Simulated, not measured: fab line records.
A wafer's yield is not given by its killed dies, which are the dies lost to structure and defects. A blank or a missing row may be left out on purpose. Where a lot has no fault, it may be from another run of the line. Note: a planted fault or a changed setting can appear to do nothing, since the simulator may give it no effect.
The tool behind it: which one? ; flow nand harc ; Sampling: 11 lots, 33 wafers, 6 of 1159 route steps

## WHAT THE GAUGES READ, wafer by wafer
NHARC_P_GATE_CD_MEAS_46 targets a cd of 720 nm. Usual: cd nm at 719.4 nm, with a standard deviation of 1.8.
lot;measured;on;cd nm (nm);flag
L494;day 5 06:41;cd sem-01;721.3 721.2 720.8;
L497;day 6 06:40;cd sem-02;- - -;OFF
L498;day 6 07:01;cd sem-01;719.5 722.6 719.4;
L500;day 7 02:05;cd sem-01;714.4 718.0 717.8;
L502;day 7 10:01;cd sem-03;719.5 717.4 719.3;
L509;day 9 08:15;cd sem-02;721.2 717.7 719.4;
L510;day 9 10:31;cd sem-01;720.1 716.7 718.6;
L513;day 10 02:31;cd sem-02;720.2 719.3 720.1;
L512;day 10 00:33;cd sem-02;716.0 717.3 714.5;
L514;day 10 11:45;cd sem-01;721.0 720.8 722.9;
L516;day 10 23:57;cd sem-03;718.1 719.1 718.5;

NHARC_END_SORT_01. Usual: killed at array 25, standard deviation 9.2; killed at other 0.9, standard deviation 1.3; killed at periphery 3.3, standard deviation 2.3; killed dies 29, standard deviation 9.6; killed open 3.2, standard deviation 1.8; killed short 2, standard deviation 1.4.
lot;measured;on;killed at array;killed at other;killed at periphery;killed dies;killed open;killed short;flag
L497;day 19 19:08;prober-01;22 25 27;3 1 1;652 651 649;677 677 677;2 1 6;5 2 4;OFF

## WHAT TOOL EACH LOT RAN ON (gives the tool, then ch and the chambers of the sampled wafers, and finally the start)
lot;NHARC_P_GATE_ETCH_114;NHARC_P_GATE_ETCH_32;NHARC_P_GATE_EXPOSE_43;NHARC_P_GATE_STRIP_111
L494;rie diel-13 ch 0,1,3, day 4 19:34 or earlier;rie si-03 ch 0,1,3, day 4 19:34;krf scanner-02 ch 0, day 5 06:32;plasma asher-02 ch 0,1, day 5 07:21
L497;rie diel-03 ch 0,1,3, day 5 19:17 or earlier;rie si-02 ch 0,2,3, day 5 19:17;krf scanner-02 ch 0, day 6 06:30;plasma asher-02 ch 0, day 6 07:14
L498;rie diel-03 ch 0,1,3, day 5 19:37 or earlier;rie si-03 ch 1,2,3, day 5 19:37;krf scanner-04 ch 0, day 6 06:52;plasma asher-02 ch 0,1, day 6 07:34
L500;rie diel-13 ch 0,1,2, day 6 14:04 or earlier;rie si-02 ch 0,2,3, day 6 14:04;krf scanner-02 ch 0, day 7 01:56;plasma asher-01 ch 0,1, day 7 02:43
L502;rie diel-13 ch 0,1,3, day 6 22:45 or earlier;rie si-03 ch 1,2,3, day 6 22:45;krf scanner-03 ch 0, day 7 09:52;plasma asher-01 ch 0,1, day 7 10:32
L509;rie diel-03 ch 0,1, day 8 18:45 or earlier;rie si-02 ch 0,1,2, day 8 18:45;krf scanner-03 ch 0, day 9 08:06;plasma asher-02 ch 0,1, day 9 08:50
L510;rie diel-13 ch 1,2,3, day 8 23:05 or earlier;rie si-02 ch 1,2,3, day 8 23:05;krf scanner-02 ch 0, day 9 10:22;plasma asher-02 ch 0,1, day 9 11:06
L513;rie diel-13 ch 0,1, day 9 12:59 or earlier;rie si-03 ch 0,1,2, day 9 12:59;krf scanner-03 ch 0, day 10 02:21;plasma asher-01 ch 0,1, day 10 03:08
L512;rie diel-13 ch 0,2,3, day 9 13:14 or earlier;rie si-02 ch 0,2,3, day 9 13:14;krf scanner-04 ch 0, day 10 00:24;plasma asher-02 ch 0,1, day 10 01:17
L514;rie diel-13 ch 0,2,3, day 10 00:28 or earlier;rie si-03 ch 0,1,3, day 10 00:28;krf scanner-02 ch 0, day 10 11:35;plasma asher-02 ch 0,1, day 10 12:17
L516;rie diel-05 ch 0,2,3, day 10 12:38 or earlier;rie si-03 ch 0,3, day 10 12:38;krf scanner-03 ch 0, day 10 23:47;plasma asher-02 ch 0,1, day 11 00:29
- NHARC_P_GATE_ETCH_114: etches the open film in CF4/O2, target depth 30 nm, overetch 3 nm, time 16.5 s.
- NHARC_P_GATE_ETCH_32: etches the open film in HBr/Cl2, target depth 150 nm, time 100.1 s.
- NHARC_P_GATE_EXPOSE_43: exposes mask P NSD, target cd 720 nm.
- NHARC_P_GATE_STRIP_111: strips in N2/H2, time 250 s.

## WHAT THE TOOLS THEMSELVES READ (means of the sampled wafers that have a number; where no wafer has one, the mark that the record gives instead)
NHARC_P_GATE_ETCH_114. Usual: drypump motor current A 5.7 A, standard deviation 0.36; oes product au 0.995 a.u., standard deviation 0.0096; rf fwd power W 294.6 W, standard deviation 1.6; rf vpp V 197.4 V, standard deviation 1.5; showerhead plenum p Torr 1.31 Torr, standard deviation 0.064; throttle valve pct 13.396 %, standard deviation 0.0092.
lot;tool;drypump motor current A (A);oes product au (a.u.);rf fwd power W (W);rf vpp V (V);showerhead plenum p Torr (Torr);throttle valve pct (%);flag
L494;rie diel-13;5.8;0.992;294.8;197.3;1.29;13.393;
L497;rie diel-03;5.7;0.996;294.8;196.8;1.28;13.388;
L498;rie diel-03;5.7;1.010;294.2;196.8;1.28;13.388;
L500;rie diel-13;5.6;0.998;295.0;198.2;1.33;13.393;
L502;rie diel-13;5.8;0.983;294.5;196.6;1.29;13.405;
L509;rie diel-03;6.1;0.993;296.0;196.7;1.28;13.406;
L510;rie diel-13;5.7;0.989;295.0;197.0;1.30;13.412;
L513;rie diel-13;5.7;0.995;294.4;198.0;1.28;13.401;
L512;rie diel-13;5.6;0.990;294.9;197.1;1.33;13.402;
L514;rie diel-13;5.7;1.000;295.5;197.4;1.33;13.397;
L516;rie diel-05;5.8;0.980;293.1;198.3;1.36;13.390;

NHARC_P_GATE_ETCH_32. Usual: drypump motor current A 5.6 A, standard deviation 0.34; oes product au 1.000 a.u., standard deviation 0.01; rf fwd power W 396.9 W, standard deviation 1.4; throttle valve pct 26.406 %, standard deviation 0.0088.
lot;tool;drypump motor current A (A);oes product au (a.u.);rf fwd power W (W);throttle valve pct (%);flag
L494;rie si-03;6.0;0.999;399.4;26.405;
L497;rie si-02;5.5;1.003;397.0;26.399;
L498;rie si-03;5.8;0.994;396.9;26.406;
L500;rie si-02;5.5;0.996;397.6;26.407;
L502;rie si-03;5.8;0.987;398.1;26.408;
L509;rie si-02;5.5;1.000;396.4;26.407;
L510;rie si-02;5.6;1.003;396.6;26.406;
L513;rie si-03;5.7;0.996;396.8;26.408;
L512;rie si-02;5.5;0.987;397.5;26.408;
L514;rie si-03;6.0;1.004;397.6;26.402;
L516;rie si-03;6.0;1.010;397.4;26.404;

NHARC_P_GATE_EXPOSE_43. Usual: focus offset nm at 0.0 nm, with a standard deviation of 0.54.
lot;tool;focus offset nm (nm);flag
L494;krf scanner-02;-0.4;
L497;krf scanner-02;-0.3;
L498;krf scanner-04;-0.1;
L500;krf scanner-02;0.5;
L502;krf scanner-03;0.7;
L509;krf scanner-03;-0.1;
L510;krf scanner-02;0.2;
L513;krf scanner-03;0.3;
L512;krf scanner-04;0.1;
L514;krf scanner-02;-0.1;
L516;krf scanner-03;0.1;

NHARC_P_GATE_STRIP_111. Usual: drypump motor current A 5.70 A, standard deviation 0.27; heater power w 89 W, standard deviation 8.4.
lot;tool;drypump motor current A (A);heater power w (W);flag
L494;plasma asher-02;5.88;84;
L497;plasma asher-02;5.90;84;
L498;plasma asher-02;5.90;84;
L500;plasma asher-01;5.29;99;
L502;plasma asher-01;5.38;101;
L509;plasma asher-02;5.88;83;
L510;plasma asher-02;5.88;85;
L513;plasma asher-01;5.38;101;
L512;plasma asher-02;5.88;82;
L514;plasma asher-02;5.89;84;
L516;plasma asher-02;5.85;84;

## THE ANSWER, worked out from the rows above alone
Rule: a lot is off if the mean of its wafers that have a number lies more than 3 standard deviations from the usual mean. Also off: a lot with no number at a reading for which 4 or more lots have one. Any other lot the step has rows for is counted as sound. Order of review: gauges by route order, followed by the tools' own readings, for which a lot's mean as printed above is used. At the first step where some lot is off, the reading lying furthest off is the one used; lots without a number count as furthest.
Off, at NHARC_P_GATE_CD_MEAS_46 on cd nm: L497. Without a number there: L497.
A tool fits if, at a process step before that reading, it ran every lot that is off, and no sound lot after the first of them. The gauges at NHARC_P_GATE_CD_MEAS_46 aren't tried: what is off there is off at NHARC_END_SORT_01 too, on other tools, and a gauge's error can't cause that. NHARC_P_GATE_ETCH_114: start missing for some lots; hours and lot order therefore follow NHARC_P_GATE_ETCH_32. Not one of the candidates tried fits.

## WHAT THE SIMULATOR HAD PUT IN
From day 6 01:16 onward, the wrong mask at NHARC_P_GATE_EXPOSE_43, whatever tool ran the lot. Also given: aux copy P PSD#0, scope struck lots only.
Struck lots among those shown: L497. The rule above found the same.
